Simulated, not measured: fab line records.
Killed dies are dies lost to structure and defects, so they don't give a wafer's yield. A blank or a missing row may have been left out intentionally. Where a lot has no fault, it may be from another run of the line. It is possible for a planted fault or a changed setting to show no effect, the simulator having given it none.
Lot-split experiment	flow n5-finfet	39 wafers read across 7 lots, on a route 1938 steps long

ON THE SPLIT
At N5_MOL_CONTACT_COAG_ETCHBACK_135 (etches SiO2 in CHF3, target depth 25 nm, time 16.7 s), the setting target-depth-a was moved away from the recipe's 250 angstrom on 9 of the 39 wafers read, by -45.4% to +23.0%. This setting was run at the recipe's value on the other wafers.

THE PATH FROM SPLIT TO READING: the file shows 1 step between them
- N5_MOL_CONTACT_COAG_STRIP_118: strips in CHF3

THE READING
SOC_of_MOL_CONTACT_COAG_COAT_75.thk-nm (the simulator's own value, which no gauge read), in nm, at N5_MOL_CONTACT_COAG_VIA_ETCH_46 (etches SiO2 in C4F6/O2, target depth 46 nm, overetch 9.2 nm, time 40 s). The file does not state a usual value for it. Average 50.7 nm, standard deviation 0.22 nm, over the 30 wafers here run with the recipe.

wafer	tool, chamber at the split	target-depth-a as run, angstrom	against the recipe	SOC_of_MOL_CONTACT_COAG_COAT_75.thk-nm, nm	against lot-mates on the recipe
L075.1	rie-diel-03, 0,1	250	recipe	51	-
L075.3	rie-diel-03, 0,1	250	recipe	51	-
L075.2	rie-diel-03, 3,0,1	160.1	-36.0%	51.8	+0.9
L075.6	rie-diel-03, 3,0,1	160.1	-36.0%	51.8	+0.9
L075.4	rie-diel-03, 3,0,1	160.1	-36.0%	52	+1.1
L075.5	rie-diel-03, 3	250	recipe	50.6	-
L077.1	rie-diel-06, 1,0,2	250	recipe	50.4	-
L077.2	rie-diel-06, 3,2	250	recipe	50.6	-
L077.6	rie-diel-06, 3,2	250	recipe	50.6	-
L077.3	rie-diel-06, 1,0,2	250	recipe	51	-
L077.4	rie-diel-06, 1,0,2	250	recipe	50.8	-
L077.5	rie-diel-06, 3	250	recipe	50.2	-
L080.2	rie-diel-06, 3	250	recipe	50.8	-
L080.5	rie-diel-06, 3	250	recipe	50.6	-
L080.6	rie-diel-06, 2	250	recipe	51	-
L082.1	rie-diel-01, 2,1,3,0,1	250	recipe	50.6	-
L082.4	rie-diel-01, 2,1,3,0,1	250	recipe	50.6	-
L082.5	rie-diel-01, 2,1,3,0,1	250	recipe	50.6	-
L082.2	rie-diel-01, 2,1,3,0,1	250	recipe	50.4	-
L082.3	rie-diel-01, 2,1,3,0,1	250	recipe	50.4	-
L082.6	rie-diel-01, 0	250	recipe	50.8	-
L084.1	rie-diel-01, 3,2	250	recipe	50.4	-
L084.6	rie-diel-01, 2	250	recipe	50.4	-
L084.2	rie-diel-01, 0,1	307.5	+23.0%	50.2	-0.3
L084.3	rie-diel-01, 0,1	307.5	+23.0%	49.8	-0.7
L084.4	rie-diel-01, 3,2	250	recipe	50.6	-
L084.5	rie-diel-01, 1	307.5	+23.0%	49.6	-0.9
L086.1	rie-diel-01, 2,3,2,1	250	recipe	50.8	-
L086.2	rie-diel-01, 1,3	250	recipe	50.8	-
L086.3	rie-diel-01, 2,3,2,1	250	recipe	50.6	-
L086.4	rie-diel-01, 2,3,2,1	250	recipe	50.6	-
L086.5	rie-diel-01, 1,3	250	recipe	50.6	-
L086.6	rie-diel-01, 2,3,2,1	250	recipe	50.6	-
L091.1	rie-diel-03, 2,1,3	136.4	-45.4%	52.2	+1.3
L091.2	rie-diel-03, 0,2,1	250	recipe	51	-
L091.5	rie-diel-03, 0,2,1	250	recipe	51	-
L091.3	rie-diel-03, 2,1,3	136.4	-45.4%	52	+1.1
L091.4	rie-diel-03, 2,1,3	136.4	-45.4%	51.8	+0.9
L091.6	rie-diel-03, 0,2,1	250	recipe	50.8	-
When a row names more than one chamber, that row covers several wafers, and the file does not tell which wafer ran in which chamber.

THE FIT
A straight line over all 39 wafers: SOC_of_MOL_CONTACT_COAG_COAT_75.thk-nm changes by -0.0315 nm for each +1% of target-depth-a; r = -0.93; the points scatter about the line by 0.22 nm.
The same after taking each lot's own level away (the mean of its wafers on the recipe; 39 wafers): -0.0253 nm for each +1%; r = -0.93; scatter 0.18 nm.
According to that fit, moving target-depth-a by its largest amount changes the reading by 1.1 nm.
The lots' own levels span 50.47 to 50.93 nm, that is 2.2 times the standard deviation above.
So the slope is not independent of the lot-to-lot level: the two fits are not the same.
Check: +1.12 nm against its lot-mates is what the line predicts for one of the wafers moved furthest among these (-45.4%) when that wafer is left out of the fit. Against them it came out at +1.27 nm.

FURTHER SPLITS ON THESE WAFERS
Other splits were also applied to these wafers ahead of the reading. Each is held against what the fit with the lots' levels taken away leaves over:
other split on the same wafers	wafers away from the commonest value	r with SOC_of_MOL_CONTACT_COAG_COAT_75.thk-nm (lot level and that fit taken away)
N5_ZERO_LAYER_DEVELOP_10 develop-time-s	15	+0.01
N5_PMOS_HMC_CHANNEL_EPI_DEVELOP_08 develop-time-s	15	+0.23
N5_SPACER0_ALD_00 ald-cycles	18	+0.07
N5_HKMG_FIN_DESCUM_53 time-s	18	+0.05

THE WHOLE CHAIN: every reading that the file lists as answering this split, in the file's order
step	what it does	reading	change (the file's fit)	r (the file's)
N5_MOL_CONTACT_COAG_ETCHBACK_135	etches SiO2 in CHF3, target depth 25 nm, time 16.7 s	SOC_of_MOL_CONTACT_COAG_COAT_75.thk-nm (the simulator's own value, which no gauge read)	-0.0256 nm for each +1% of the setting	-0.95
N5_MOL_CONTACT_COAG_VIA_ETCH_46	etches SiO2 in C4F6/O2, target depth 46 nm, overetch 9.2 nm, time 40 s	SOC_of_MOL_CONTACT_COAG_COAT_75.thk-nm (the simulator's own value, which no gauge read)	-0.0253 nm for each +1% of the setting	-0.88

FILE'S OWN FIT
SOC_of_MOL_CONTACT_COAG_COAT_75.thk-nm changes by -0.0253 nm for each +1% of target-depth-a, r = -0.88.
